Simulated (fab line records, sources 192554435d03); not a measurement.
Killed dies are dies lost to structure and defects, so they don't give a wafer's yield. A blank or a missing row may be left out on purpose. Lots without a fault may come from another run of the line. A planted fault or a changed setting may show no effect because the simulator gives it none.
Chamber matching | flow n5_finfet | N5_GATE_CUT_ETCH_36 on rie_diel-01: 4 sister chambers
The step etches SiARC in CF4, target depth 13 nm, time 21.7 s. 4 wafers are shown with their chamber, then 9 later ones without.

WAFERS WITH THEIR CHAMBER
wafer  | chamber | drypump_motor_current_A (A)
L084.4 | 1       | 6.1
L085.1 | 2       | 5.1
L085.3 | 0       | 6.2
L085.6 | 3       | 6.3

WAFERS WITHOUT THEIR CHAMBER
wafer  | drypump_motor_current_A (A)
L089.1 | 5.1
L089.3 | 6.1
L089.4 | 6.4
L096.1 | 5.1
L096.2 | 6.3
L096.4 | 5.1
L097.3 | 5.1
L097.5 | 5.1
L097.6 | 6.1

WHICH CHAMBER EACH WENT THROUGH
wafer  | from the rows above | in truth
L089.1 | 2                   | 2
L089.3 | 1                   | 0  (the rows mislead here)
L089.4 | 3                   | 3
L096.1 | 2                   | 2
L096.2 | 3                   | 3
L096.4 | 2                   | 2
L097.3 | 2                   | 2
L097.5 | 2                   | 2
L097.6 | 1                   | 1
Placed correctly: 8 of 9. Can't be placed from these rows: 0. Placed wrongly: 1.
How it was worked out, from the rows above alone: a wafer's distance from a chamber is the root of the sum, over the readings, of the square of ((its reading less the chamber's mean) divided by the reading's scatter). The wafer belongs to the nearest chamber; if the next one is less than 2 further off, it can't be placed. A chamber's mean is the mean of its shown wafers. The scatter: with one shown wafer a chamber, the root of the mean of the squares of how far each hidden wafer lies from its nearest shown one.
